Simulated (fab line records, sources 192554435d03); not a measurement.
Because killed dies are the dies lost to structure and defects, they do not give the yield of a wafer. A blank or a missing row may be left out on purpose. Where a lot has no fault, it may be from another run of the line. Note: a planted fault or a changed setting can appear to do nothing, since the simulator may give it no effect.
fab line records -- flow n5Finfet
[record] lots = 7, wafers = 21
route steps=1938 shown SD_EPI_P@295 SD_ACTIVATION@330 SDB@350 HKMG_FIN@401 GATE_CUT@481 MOL_CONTACT_COAG@559
startH: hours from the record's opening day to when the first of the lot's shown wafers began -- waitH: hours since the lot's step before -- " repeats the value in the row above -- L1.1+2: several wafers, shown together as one row -- - no value present, or no start provided -- * or withheld: withheld -- < > ~ a bound
route shown NAME@n: NAME is a module with steps in the file, n the number in the route of the first one -- usual: mean/standard deviation taken from wafers without a fault -- same: alike in all rows -- chamber/n: place in a boat -- sites: per-site readings -- _std_site: the standard deviation of these -- _edge_site: inner sites' mean taken away from outer sites' mean -- radiusMm: for every site, how far away it sits from the centre of the wafer -- mask NAME#n: copy n -- behind: tool/chamber where the wafer was last shaped -- hold: reason for holding the lot/hours on hold/outcome of the hold -- device: names the non-switching transistor (n, p or np) -- end of line: the route-end tests of the same wafers -- step lacking rows: just its recipe -- killed: not the wafer's yield, but the dies lost to structure and defects at the first sort -- map: per-die view of a wafer (x killed, . not killed, _ where there is no die)
set.NAME: the setting as run; set.NAME@STEP: as run at that earlier step -- model.NAME: the simulator's own value behind a step, which no gauge read
lots whose settings were changed on purpose; a table a step, a row a wafer
[[steps]]
[step N5_SD_EPI_P_COAT_34]
[recipe] resist = SOC, tempC = 250, timeS = 60, spinRpm = 1500, resistThkNm = 350
lot.wafer,tool,chamber,startH,waitH,set.spinRpm,model.SOC_of_SD_EPI_P_COAT_34.thkNm
L074.2+6,lithoTrack-02,0,57.43,0.0,1500,349.4
L074.4,lithoTrack-02,0,57.43,0.0,1500,348.8
L078.1,lithoTrack-01,0,83.62,0.0,1500,349.2
L078.2,lithoTrack-01,0,83.62,0.0,1449,356.2
L078.3,lithoTrack-01,0,83.62,0.0,1449,356.6
L080.2,lithoTrack-01,0,93.68,0.0,1500,352
L080.3+6,lithoTrack-01,0,93.68,0.0,1500,352.2
L089.1,lithoTrack-02,0,143.53,0.0,1455,354.8
L089.4,lithoTrack-02,0,143.53,0.0,1500,349.4
L089.6,lithoTrack-02,0,143.53,0.0,1500,350.4
L093.3,lithoTrack-04,0,165.52,0.0,1500,351.4
L093.4,lithoTrack-04,0,165.52,0.0,1561,345
L093.6,lithoTrack-04,0,165.52,0.0,1500,352.4
L094.1,lithoTrack-02,0,170.69,0.0,1553,346.2
L094.3,lithoTrack-02,0,170.69,0.0,1500,350.8
L094.4,lithoTrack-02,0,170.69,0.0,1553,345.4
L095.1,lithoTrack-04,0,180.31,0.0,1500,349.4
L095.4,lithoTrack-04,0,180.31,0.0,1500,349
L095.5,lithoTrack-04,0,180.31,0.0,1500,348.8
[step N5_SD_EPI_P_COAT_35]
[recipe] resist = SiARC, tempC = 220, timeS = 60, spinRpm = 1500, resistThkNm = 35
[step N5_SD_EPI_P_COAT_03]
[recipe] resist = CAR-ArF-block, spinRpm = 1500, resistThkNm = 150
[step N5_SD_EPI_P_HM_STRIP_48]
[recipe] chemistry = H3PO4, tempC = 160, material = SiNx, target = SiNx, targetDepthA = 30, overetchFraction = 0.3
[step N5_SD_EPI_P_SRD_49]
[recipe] dry = ipaMarangoni, timeS = 30, tempC = 23, rinseLiquid = diw
[step N5_SD_EPI_P_PRECLEAN_24]
[recipe] chemistry = O3/DIW, timeS = 45, tempC = 22, o3Ppm = 10
lot.wafer,tool,chamber,startH,waitH,set.timeS@SD_EPI_N_EPI_21,model.Si-P_of_SD_EPI_N_EPI_21.thkNm
L074.2,wetBench-03,7,62.38,0.0,690,58.4
L074.4,wetBench-03,2,62.38,0.0,690,58.2
L074.6,wetBench-03,0,62.38,0.0,690,57.6
L078.1,wetBench-02,7,88.64,0.0,690,57.2
L078.2+3,wetBench-02,"2,4",88.64,0.0,690,57.8
L080.2+6,wetBench-02,"6,0",98.57,0.0,764.1,61.6
L080.3,wetBench-02,7,98.57,0.0,690,58
L089.1,wetBench-02,0,147.51,0.0,690,58
L089.4,wetBench-02,6,147.51,0.0,690,57.8
L089.6,wetBench-02,2,147.51,0.0,690,58.4
L093.3,wetBench-03,5,169.70,0.0,736.3,61.4
L093.4,wetBench-03,1,169.70,0.0,736.3,61.6
L093.6,wetBench-03,2,169.70,0.0,736.3,62
L094.1+3,wetBench-05,"0,7",176.90,0.0,690,59.2
L094.4,wetBench-05,1,176.90,0.0,576.1,53
L095.1,wetBench-03,0,185.26,0.0,690,58.2
L095.4,wetBench-03,4,185.26,0.0,690,57
L095.5,wetBench-03,3,185.26,0.0,690,58.6
[step N5_SD_EPI_P_PRECLEAN_32]
[recipe] chemistry = dHF, timeS = 10, dilution = 500:1, tempC = 25
[step N5_SD_EPI_P_PRECLEAN_33]
[recipe] chemistry = SC2, timeS = 45, tempC = 35, mix = 1:1:50
[step N5_SD_ACTIVATION_RTA_00]
[recipe] tempC = 975, timeS = 0, ambient = N2, idleTempC = 600, rampUpCPerS = 150, rampDownCPerS = 60, coolToC = 600
[step N5_SD_ACTIVATION_LSA_01]
[recipe] tempC = 1080, timeS = 0.0008, ambient = N2
[step N5_SD_ACTIVATION_RS_MEAS_03]
[recipe] thkMeasGauge = four-point-probe
[usual] RS_SD_N = 21.82/0.29, RS_SD_P = 55.9/0.86
lot.wafer,tool,chamber,startH,waitH,set.timeS@SD_EPI_N_EPI_21,RS_SD_N[ohm/sq],RS_SD_P[ohm/sq]
L074.2,filmMetro-01,-,62.90,0.2,690,21.97,55.6
L074.4,filmMetro-01,-,62.90,0.2,690,22.17,56.8
L074.6,filmMetro-01,-,62.90,0.2,690,22.12,54.5
L078.1,filmMetro-02,-,89.34,0.2,690,22.26,55.5
L078.2,filmMetro-02,-,89.34,0.2,690,21.85,56.1
L078.3,filmMetro-02,-,89.34,0.2,690,22.05,55.7
L080.2,filmMetro-01,-,99.15,0.2,764.1,20.80,54.8
L080.3,filmMetro-01,-,99.15,0.2,690,21.91,55.2
L080.6,filmMetro-01,-,99.15,0.2,764.1,20.83,55.0
L089.1,filmMetro-01,-,148.07,0.2,690,22.03,54.5
L089.4,filmMetro-01,-,148.07,0.2,690,22.12,55.3
L089.6,filmMetro-01,-,148.07,0.2,690,21.71,55.2
L093.3,filmMetro-01,-,170.24,0.2,736.3,20.92,56.1
L093.4,filmMetro-01,-,170.24,0.2,736.3,20.57,55.8
L093.6,filmMetro-01,-,170.24,0.2,736.3,20.82,56.8
L094.1,filmMetro-02,-,177.40,0.2,690,21.55,55.6
L094.3,filmMetro-02,-,177.40,0.2,690,21.44,55.6
L094.4,filmMetro-02,-,177.40,0.2,576.1,24.26,55.8
L095.1,filmMetro-02,-,185.76,0.2,690,21.95,56.1
L095.4,filmMetro-02,-,185.76,0.2,690,22.48,55.1
L095.5,filmMetro-02,-,185.76,0.2,690,21.82,56.0
[step N5_SDB_COAT_05]
[recipe] resist = CAR-ArF, spinRpm = 1500, resistThkNm = 90
lot.wafer,tool,chamber,startH,waitH,set.spinRpm,model.CAR-ArF_of_SDB_COAT_05.thkNm
L074.2,lithoTrack-03,0,-,-,1500,90.2
L074.4,lithoTrack-03,0,-,-,1613,87
L074.6,lithoTrack-03,0,-,-,1500,89.6
L078.1+2,lithoTrack-03,0,-,-,1558,88.6
L078.3,lithoTrack-03,0,-,-,1500,90.4
L080.2+3,lithoTrack-02,0,-,-,1500,90.2
L080.6,lithoTrack-02,0,-,-,1500,90.4
L089.1,lithoTrack-05,0,-,-,1500,90.2
L089.4,lithoTrack-05,0,-,-,1604,87
L089.6,lithoTrack-05,0,-,-,1500,89.8
L093.3,lithoTrack-05,0,-,-,1390,93.6
L093.4,lithoTrack-05,0,-,-,1500,90.2
L093.6,lithoTrack-05,0,-,-,1390,94
L094.1,lithoTrack-03,0,-,-,1500,90.6
L094.3,lithoTrack-03,0,-,-,1500,90.2
L094.4,lithoTrack-03,0,-,-,1500,90.4
L095.1+4+5,lithoTrack-02,0,-,-,1500,89.6
[step N5_SDB_EBR_07]
[recipe] solvent = PGMEA, ebrWidthMm = 1.5
[step N5_SDB_SOFTBAKE_06]
[recipe] tempC = 110, timeS = 60, resist = CAR-ArF
[step N5_SDB_DESCUM_16]
[recipe] chemistry = O2, timeS = 7.9, sourcePowerW = 50, biasPowerW = 20, pressureMtorr = 20, rfFrequencyHz = 2.712e+07, tempC = 40, resist = CAR-ArF, o2FlowSccm = 225
lot.wafer,tool,chamber,startH,waitH,set.spinRpm@SDB_COAT_05,model.CAR-ArF_of_SDB_COAT_05.thkNm
L074.2,rieDiel-03,1,70.09,0.0,1500,83.8
L074.4,rieDiel-03,0,70.09,0.0,1613,80.4
L074.6,rieDiel-03,3,70.09,0.0,1500,83.2
L078.1+2,rieDiel-02,"0,3",96.41,0.0,1558,82
L078.3,rieDiel-02,2,96.41,0.0,1500,83.8
L080.2+3,rieDiel-03,"3,0",106.69,0.0,1500,83.6
L080.6,rieDiel-03,2,106.69,0.0,1500,83.8
L089.1,rieDiel-03,2,155.33,0.1,1500,83.6
L089.4,rieDiel-03,1,155.33,0.1,1604,80.6
L089.6,rieDiel-03,1,155.33,0.1,1500,83.4
L093.3,rieDiel-02,0,177.42,0.0,1390,87.2
L093.4,rieDiel-02,2,177.42,0.0,1500,83.6
L093.6,rieDiel-02,0,177.42,0.0,1390,87.4
L094.1,rieDiel-03,0,185.76,0.0,1500,84
L094.3+4,rieDiel-03,"1,2",185.76,0.0,1500,83.8
L095.1+4+5,rieDiel-04,"2,3,2",193.84,0.0,1500,83
[step N5_HKMG_FIN_DESCUM_53]
[recipe] chemistry = O2, timeS = 7.9, sourcePowerW = 50, biasPowerW = 20, pressureMtorr = 20, rfFrequencyHz = 2.712e+07, tempC = 40, resist = CAR-ArF, o2FlowSccm = 225
lot.wafer,tool,chamber,startH,waitH,set.timeS,model.CAR-ArF_of_HKMG_FIN_COAT_43.thkNm
L074.2,rieDiel-02,0,75.99,0.5,7.9,83.8
L074.4,rieDiel-02,3,75.99,0.5,7.9,84
L074.6,rieDiel-02,2,75.99,0.5,8.698,83.8
L078.1+2+3,rieDiel-02,"0,1,2",102.07,0.0,7.9,83.4
L080.2,rieDiel-03,0,112.50,0.0,7.9,84
L080.3,rieDiel-03,2,112.50,0.0,8.841,83
L080.6,rieDiel-03,0,112.50,0.0,8.841,83.2
L089.1,rieDiel-04,1,160.72,0.0,6.161,84.2
L089.4+6,rieDiel-04,3,160.72,0.0,7.9,83.2
L093.3,rieDiel-03,2,184.36,0.0,7.9,83.4
L093.4,rieDiel-03,3,184.36,0.0,7.397,83.8
L093.6,rieDiel-03,2,184.36,0.0,7.9,83.8
L094.1+3,rieDiel-04,"1,2",191.40,0.0,7.9,83.4
L094.4,rieDiel-04,3,191.40,0.0,8.833,82.8
L095.1,rieDiel-02,3,199.98,0.1,7.9,83.6
L095.4,rieDiel-02,1,199.98,0.1,7.9,83.2
L095.5,rieDiel-02,0,199.98,0.1,7.9,83.8
[step N5_HKMG_FIN_ETCH_54]
[recipe] chemistry = CF4, target = SiARC, targetDepthA = 455, maskMaterial = CAR-ArF, timeS = 75.8, ionEnergyEv = 80, pressureMtorr = 40, sourceW = 545, biasW = 36, Ar_flow_sccm = 100, cf4FlowSccm = 100, ends = cleared
lot.wafer,tool,chamber,startH,waitH,set.timeS@HKMG_FIN_DESCUM_53,model.CAR-ArF_of_HKMG_FIN_COAT_43.thkNm
L074.2+4,rieDiel-02,"0,3",76.03,0.0,7.9,51.2
L074.6,rieDiel-02,2,76.03,0.0,8.698,51
L078.1+2,rieDiel-02,"0,1",102.10,0.0,7.9,50.6
L078.3,rieDiel-02,2,102.10,0.0,7.9,50.8
L080.2,rieDiel-03,0,112.53,0.0,7.9,51.4
L080.3,rieDiel-03,2,112.53,0.0,8.841,50.4
L080.6,rieDiel-03,0,112.53,0.0,8.841,50.8
L089.1,rieDiel-04,1,160.75,0.0,6.161,51.6
L089.4+6,rieDiel-04,3,160.75,0.0,7.9,50.6
L093.3,rieDiel-03,2,184.40,0.0,7.9,50.8
L093.4,rieDiel-03,3,184.40,0.0,7.397,51
L093.6,rieDiel-03,2,184.40,0.0,7.9,51
L094.1,rieDiel-04,1,191.43,0.0,7.9,50.8
L094.3,rieDiel-04,2,191.43,0.0,7.9,51
L094.4,rieDiel-04,3,191.43,0.0,8.833,50.2
L095.1+5,rieDiel-02,"3,0",200.01,0.0,7.9,51.2
L095.4,rieDiel-02,1,200.01,0.0,7.9,50.8
[step N5_HKMG_FIN_ETCH_55]
[recipe] chemistry = N2/H2, target = SOC, targetDepthA = 2400, tempC = 40, timeS = 300, ionEnergyEv = 200, maskMaterial = SiARC, pressureMtorr = 30, sourceW = 840, biasW = 150, n2FlowSccm = 200, h2FlowSccm = 200
[usual] rfVppV = 522.1/2
lot.wafer,tool,chamber,startH,waitH,set.biasW,rfVppV
L074.2,rieDiel-02,0,76.08,0.0,150,522.2
L074.4,rieDiel-02,3,76.08,0.0,150,525.1
L074.6,rieDiel-02,2,76.08,0.0,134.3,485.7
L078.1,rieDiel-02,0,102.16,0.0,131.3,479.7
L078.2,rieDiel-02,1,102.16,0.0,150,517.4
L078.3,rieDiel-02,2,102.16,0.0,150,521.5
L080.2,rieDiel-03,0,112.59,0.0,150,524.6
L080.3,rieDiel-03,2,112.59,0.0,150,523.0
L080.6,rieDiel-03,0,112.59,0.0,150,524.6
L089.1,rieDiel-04,1,160.81,0.0,150,520.6
L089.4,rieDiel-04,3,160.81,0.0,170.7,565.9
L089.6,rieDiel-04,3,160.81,0.0,150,521.0
L093.3,rieDiel-03,2,184.45,0.0,150,520.5
L093.4,rieDiel-03,3,184.45,0.0,139.4,499.8
L093.6,rieDiel-03,2,184.45,0.0,139.4,497.5
L094.1,rieDiel-04,1,191.49,0.0,150,520.8
L094.3,rieDiel-04,2,191.49,0.0,165.9,556.7
L094.4,rieDiel-04,3,191.49,0.0,150,521.3
L095.1,rieDiel-02,3,200.07,0.0,150,526.4
L095.4,rieDiel-02,1,200.07,0.0,150,527.6
L095.5,rieDiel-02,0,200.07,0.0,150,523.0
[step N5_HKMG_FIN_DESCUM_17]
[recipe] chemistry = O2, timeS = 7.9, sourcePowerW = 50, biasPowerW = 20, pressureMtorr = 20, rfFrequencyHz = 2.712e+07, tempC = 40, resist = CAR-ArF, o2FlowSccm = 225
lot.wafer,tool,chamber,startH,waitH,set.timeS,model.CAR-ArF_of_HKMG_FIN_COAT_06.thkNm
L074.2,rieDiel-02,0,79.28,0.0,8.719,83.2
L074.4,rieDiel-02,1,79.28,0.0,7.9,83.8
L074.6,rieDiel-02,0,79.28,0.0,7.9,83.6
L078.1+3,rieDiel-02,"1,2",105.43,0.0,7.9,83.6
L078.2,rieDiel-02,0,105.43,0.0,7.9,83.8
L080.2,rieDiel-03,0,115.95,0.0,7.9,83.4
L080.3,rieDiel-03,2,115.95,0.0,9.336,82.8
L080.6,rieDiel-03,1,115.95,0.0,9.336,82.6
L089.1,rieDiel-03,0,164.12,0.1,7.9,83.6
L089.4+6,rieDiel-03,"2,1",164.12,0.1,6.339,84.6
L093.3,rieDiel-04,0,187.60,0.0,6.567,84.2
L093.4,rieDiel-04,3,187.60,0.0,7.9,83.4
L093.6,rieDiel-04,2,187.60,0.0,6.567,84
L094.1+3,rieDiel-04,"3,2",194.98,0.1,7.9,83.6
L094.4,rieDiel-04,1,194.98,0.1,7.9,83.8
L095.1+4,rieDiel-02,"2,0",203.35,0.0,7.9,83.2
L095.5,rieDiel-02,3,203.35,0.0,7.9,83.4
[step N5_GATE_CUT_COAT_07]
[recipe] resist = CAR-EUV, spinRpm = 1500, resistThkNm = 30
lot.wafer,tool,chamber,startH,waitH,set.spinRpm,model.CAR-EUV_of_GATE_CUT_COAT_07.thkNm
L074.2+4+6,lithoTrack-05,0,-,-,1578,29.2
L078.1,lithoTrack-04,0,-,-,1621,28.8
L078.2+3,lithoTrack-04,0,-,-,1500,30
L080.2+6,lithoTrack-04,0,-,-,1500,30
L080.3,lithoTrack-04,0,-,-,1500,29.8
L089.1+4,lithoTrack-02,0,-,-,1500,30
L089.6,lithoTrack-02,0,-,-,1385,31.2
L093.3+4,lithoTrack-04,0,-,-,1500,30
L093.6,lithoTrack-04,0,-,-,1341,31.8
L094.1,lithoTrack-02,0,-,-,1393,31
L094.3,lithoTrack-02,0,-,-,1393,31.2
L094.4,lithoTrack-02,0,-,-,1500,30
L095.1+5,lithoTrack-05,0,-,-,1500,30
L095.4,lithoTrack-05,0,-,-,1500,30.2
[step N5_GATE_CUT_EXPOSE_10]
[recipe] maskId = GATE_CUT, na = 0.33, sourceShape = annular, sigmaInner = 0.35, sigmaOuter = 0.8, polarization = unpolarized, targetCdNm = 20, doseMj = 43.25
lot.wafer,tool,chamber,startH,waitH,mask,set.doseMj
L074.2+4,euvScanner-01,0,88.16,-,GATE_CUT#0,41.52
L074.6,euvScanner-01,0,88.16,-,GATE_CUT#0,43.25
L078.1+2,euvScanner-02,0,113.67,-,GATE_CUT#0,43.25
L078.3,euvScanner-02,0,113.67,-,GATE_CUT#0,40.68
L080.2+3,euvScanner-01,0,124.07,-,GATE_CUT#0,43.25
L080.6,euvScanner-01,0,124.07,-,GATE_CUT#0,41.8
L089.1+6,euvScanner-01,0,172.48,-,GATE_CUT#0,40.26
L089.4,euvScanner-01,0,172.48,-,GATE_CUT#0,43.25
L093.3+4,euvScanner-02,0,195.84,-,GATE_CUT#0,44.19
L093.6,euvScanner-02,0,195.84,-,GATE_CUT#0,43.25
L094.1+3+4,euvScanner-02,0,202.97,-,GATE_CUT#0,43.25
L095.1+4+5,euvScanner-01,0,211.39,-,GATE_CUT#0,43.25
[step N5_GATE_CUT_PEB_11]
[recipe] pebTempC = 100, pebTimeS = 60, resist = CAR-EUV
[step N5_GATE_CUT_DEVELOP_12]
[recipe] developTimeS = 30, developer = TMAH, resist = CAR-EUV, rinseLiquid = surfactantRinse, dry = airSpin, devTempC = 23
lot.wafer,tool,chamber,startH,waitH,set.spinRpm@GATE_CUT_COAT_07,model.CAR-EUV_of_GATE_CUT_COAT_07.thkNm
L074.2+4,lithoTrack-02,0,-,-,1578,28.8
L074.6,lithoTrack-02,0,-,-,1578,28.6
L078.1,lithoTrack-05,0,-,-,1621,28.4
L078.2+3,lithoTrack-05,0,-,-,1500,29.6
L080.2,lithoTrack-05,0,-,-,1500,29.6
L080.3+6,lithoTrack-05,0,-,-,1500,29.4
L089.1+4,lithoTrack-05,0,-,-,1500,29.6
L089.6,lithoTrack-05,0,-,-,1385,30.6
L093.3,lithoTrack-05,0,-,-,1500,29.4
L093.4,lithoTrack-05,0,-,-,1500,29.6
L093.6,lithoTrack-05,0,-,-,1341,31.2
L094.1+3,lithoTrack-04,0,-,-,1393,30.6
L094.4,lithoTrack-04,0,-,-,1500,29.4
L095.1+4+5,lithoTrack-04,0,-,-,1500,29.6
[step N5_GATE_CUT_CD_MEAS_13]
[recipe] targetCdNm = 20, landingEnergyEv = 500, detector = seInlens
[usual] cdNm = 19.89/0.3
lot.wafer,tool,chamber,startH,waitH,set.doseMj@GATE_CUT_EXPOSE_10,cdNm
L074.2,cdSem-01,0,88.28,-,41.52,18.96
L074.4,cdSem-01,0,88.28,-,41.52,19.05
L074.6,cdSem-01,0,88.28,-,43.25,20.24
L078.1,cdSem-01,0,113.80,-,43.25,19.73
L078.2,cdSem-01,0,113.80,-,43.25,19.76
L078.3,cdSem-01,0,113.80,-,40.68,18.19
L080.2,cdSem-03,0,124.20,-,43.25,19.58
L080.3,cdSem-03,0,124.20,-,43.25,19.74
L080.6,cdSem-03,0,124.20,-,41.8,19.16
L089.1,cdSem-01,0,172.62,-,40.26,17.84
L089.4,cdSem-01,0,172.62,-,43.25,19.68
L089.6,cdSem-01,0,172.62,-,40.26,18.06
L093.3,cdSem-03,0,195.96,-,44.19,20.47
L093.4,cdSem-03,0,195.96,-,44.19,20.50
L093.6,cdSem-03,0,195.96,-,43.25,19.68
L094.1,cdSem-02,0,203.10,-,43.25,19.64
L094.3,cdSem-02,0,203.10,-,43.25,19.95
L094.4,cdSem-02,0,203.10,-,43.25,19.61
L095.1,cdSem-03,0,211.53,-,43.25,20.34
L095.4,cdSem-03,0,211.53,-,43.25,19.82
L095.5,cdSem-03,0,211.53,-,43.25,20.75
[step N5_GATE_CUT_DESCUM_18]
[recipe] chemistry = O2, timeS = 7, sourcePowerW = 50, biasPowerW = 20, pressureMtorr = 20, rfFrequencyHz = 2.712e+07, tempC = 40, resist = CAR-EUV, o2FlowSccm = 225
lot.wafer,tool,chamber,startH,waitH,set.doseMj@GATE_CUT_EXPOSE_10,model.GATE_CUT.cdNm
L074.2,rieDiel-06,0,88.41,0.0,41.52,19
L074.4,rieDiel-06,1,88.41,0.0,41.52,19.4
L074.6,rieDiel-06,0,88.41,0.0,43.25,20.2
L078.1,rieDiel-01,1,113.93,0.0,43.25,19.6
L078.2,rieDiel-01,3,113.93,0.0,43.25,19.8
L078.3,rieDiel-01,0,113.93,0.0,40.68,18.6
L080.2+3,rieDiel-06,"2,0",124.32,0.0,43.25,19.6
L080.6,rieDiel-06,2,124.32,0.0,41.8,19
L089.1,rieDiel-06,1,172.74,0.0,40.26,18.4
L089.4,rieDiel-06,3,172.74,0.0,43.25,19.8
L089.6,rieDiel-06,2,172.74,0.0,40.26,18
L093.3,rieDiel-01,3,196.08,0.0,44.19,20.2
L093.4,rieDiel-01,3,196.08,0.0,44.19,20.4
L093.6,rieDiel-01,2,196.08,0.0,43.25,20
L094.1+4,rieDiel-01,"0,1",203.22,0.0,43.25,19.6
L094.3,rieDiel-01,2,203.22,0.0,43.25,20.2
L095.1,rieDiel-05,1,211.65,0.0,43.25,20.2
L095.4,rieDiel-05,3,211.65,0.0,43.25,19.8
L095.5,rieDiel-05,0,211.65,0.0,43.25,20.6
[step N5_GATE_CUT_ETCH_28]
[recipe] chemistry = N2/H2, target = underlayer, targetDepthA = 130, maskMaterial = CAR-EUV, timeS = 10.4, ionEnergyEv = 200, pressureMtorr = 30, sourceW = 840, biasW = 150, n2FlowSccm = 200, h2FlowSccm = 200, ends = cleared
lot.wafer,tool,chamber,startH,waitH,set.spinRpm@GATE_CUT_COAT_07,set.doseMj@GATE_CUT_EXPOSE_10,model.GATE_CUT.cdNm,model.CAR-EUV_of_GATE_CUT_COAT_07.thkNm
L074.2,rieDiel-06,0,88.44,0.0,1578,41.52,19,13.6
L074.4,rieDiel-06,1,88.44,0.0,1578,41.52,19.2,14
L074.6,rieDiel-06,0,88.44,0.0,1578,43.25,20.4,13.6
L078.1,rieDiel-01,1,113.97,0.0,1621,43.25,19.6,13.6
L078.2,rieDiel-01,3,113.97,0.0,1500,43.25,20,14.8
L078.3,rieDiel-01,0,113.97,0.0,1500,40.68,18.4,14.8
L080.2,rieDiel-06,2,124.35,0.0,1500,43.25,19.6,14.6
L080.3,rieDiel-06,0,124.35,0.0,1500,43.25,19.8,14.4
L080.6,rieDiel-06,2,124.35,0.0,1500,41.8,19.2,14.6
L089.1,rieDiel-06,1,172.77,0.0,1500,40.26,18.6,14.6
L089.4,rieDiel-06,3,172.77,0.0,1500,43.25,19.8,14.6
L089.6,rieDiel-06,2,172.77,0.0,1385,40.26,18,15.8
L093.3,rieDiel-01,3,196.12,0.0,1500,44.19,20.2,14.8
L093.4,rieDiel-01,3,196.12,0.0,1500,44.19,20.4,14.8
L093.6,rieDiel-01,2,196.12,0.0,1341,43.25,20.2,16.2
L094.1,rieDiel-01,0,203.26,0.0,1393,43.25,19.6,15.8
L094.3,rieDiel-01,2,203.26,0.0,1393,43.25,20.4,15.6
L094.4,rieDiel-01,1,203.26,0.0,1500,43.25,19.8,14.8
L095.1+4,rieDiel-05,"1,3",211.68,0.0,1500,43.25,20,14.6
L095.5,rieDiel-05,0,211.68,0.0,1500,43.25,20.6,14.6
[step N5_MOL_CONTACT_COAG_ALD_27]
[recipe] material = SiOC, targetThkA = 170, tempC = 400, aldPrecursorFamily = carbosiloxane, aldCoReactant = H2-plasma, pulseTimeS = 1.5, timeS = 2720, purgeTimeS = 2, coReactantPurgeTimeS = 2, aldCycles = 340, pressureTorr = 2
lot.wafer,tool,chamber,startH,waitH,set.timeS,model.SiOC_of_MOL_CONTACT_COAG_ALD_27.thkNm
L074.2+6,aldSin-02,"1,2",98.44,1.0,2996,17
L074.4,aldSin-02,0,98.44,1.0,2720,17
L078.1+2,aldSin-02,"1,2",122.76,0.0,2207,13.8
L078.3,aldSin-02,0,122.76,0.0,2720,17
L080.2+6,aldSin-04,"3,2",135.25,1.0,2466,15.6
L080.3,aldSin-04,0,135.25,1.0,2720,17
L089.1,aldSin-01,0,185.45,0.0,2720,17
L089.4+6,aldSin-01,2,185.45,0.0,2720,17.2
L093.3,aldSin-02,3,209.73,0.0,2720,17
L093.4,aldSin-02,2,209.73,0.0,2485,15.6
L093.6,aldSin-02,2,209.73,0.0,2485,15.4
L094.1,aldSin-04,1,213.73,0.0,3196,17.2
L094.3,aldSin-04,2,213.73,0.0,2720,17.2
L094.4,aldSin-04,3,213.73,0.0,2720,17
L095.1+4+5,aldSin-01,"3,3,0",224.75,0.0,2720,17
[[key]]
[split] step = N5_SD_EPI_P_COAT_34, setting = spinRpm, stated = 1500, by = wafer
[response] step = N5_SD_EPI_P_COAT_34, reading = model.SOC_of_SD_EPI_P_COAT_34.thkNm, change = -1.71, per = 1%, r = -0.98
[split] step = N5_SDB_COAT_05, setting = spinRpm, stated = 1500, by = wafer
[response] step = N5_SDB_COAT_05, reading = model.CAR-ArF_of_SDB_COAT_05.thkNm, change = -0.438, per = 1%, r = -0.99
[response] step = N5_SDB_DESCUM_16, reading = model.CAR-ArF_of_SDB_COAT_05.thkNm, change = -0.447, per = 1%, r = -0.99
[split] step = N5_HKMG_FIN_DESCUM_53, setting = timeS, stated = 7.9, by = wafer
[response] step = N5_HKMG_FIN_DESCUM_53, reading = model.CAR-ArF_of_HKMG_FIN_COAT_43.thkNm, change = -0.0463, per = 1%, r = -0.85
[response] step = N5_HKMG_FIN_ETCH_54, reading = model.CAR-ArF_of_HKMG_FIN_COAT_43.thkNm, change = -0.0467, per = 1%, r = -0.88
[split] step = N5_HKMG_FIN_ETCH_55, setting = biasW, stated = 150, by = wafer
[response] step = N5_HKMG_FIN_ETCH_55, reading = rfVppV, change = +3.31, per = 1%, r = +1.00
[split] step = N5_HKMG_FIN_DESCUM_17, setting = timeS, stated = 7.9, by = wafer
[response] step = N5_HKMG_FIN_DESCUM_17, reading = model.CAR-ArF_of_HKMG_FIN_COAT_06.thkNm, change = -0.0445, per = 1%, r = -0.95
[split] step = N5_GATE_CUT_COAT_07, setting = spinRpm, stated = 1500, by = wafer
[response] step = N5_GATE_CUT_COAT_07, reading = model.CAR-EUV_of_GATE_CUT_COAT_07.thkNm, change = -0.16, per = 1%, r = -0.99
[response] step = N5_GATE_CUT_DEVELOP_12, reading = model.CAR-EUV_of_GATE_CUT_COAT_07.thkNm, change = -0.153, per = 1%, r = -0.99
[response] step = N5_GATE_CUT_ETCH_28, reading = model.CAR-EUV_of_GATE_CUT_COAT_07.thkNm, change = -0.14, per = 1%, r = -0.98
[split] step = N5_GATE_CUT_EXPOSE_10, setting = doseMj, stated = 43.25, by = wafer
[response] step = N5_GATE_CUT_CD_MEAS_13, reading = cdNm, change = +0.257, per = 1%, r = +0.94
[response] step = N5_GATE_CUT_DESCUM_18, reading = model.GATE_CUT.cdNm, change = +0.211, per = 1%, r = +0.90
[response] step = N5_GATE_CUT_ETCH_28, reading = model.GATE_CUT.cdNm, change = +0.224, per = 1%, r = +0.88
[split] step = N5_MOL_CONTACT_COAG_ALD_27, setting = timeS, stated = 2720, by = wafer
[response] step = N5_MOL_CONTACT_COAG_ALD_27, reading = model.SiOC_of_MOL_CONTACT_COAG_ALD_27.thkNm, shape = bent, atLowest = 13.8, atStated = 17.05, atHighest = 17.2
split outsideThisFile step=N5_SD_EPI_N_EPI_21 setting=timeS
// split outsideThisFile: this setting was split too, and the file shows its column; the key of that split is in another file
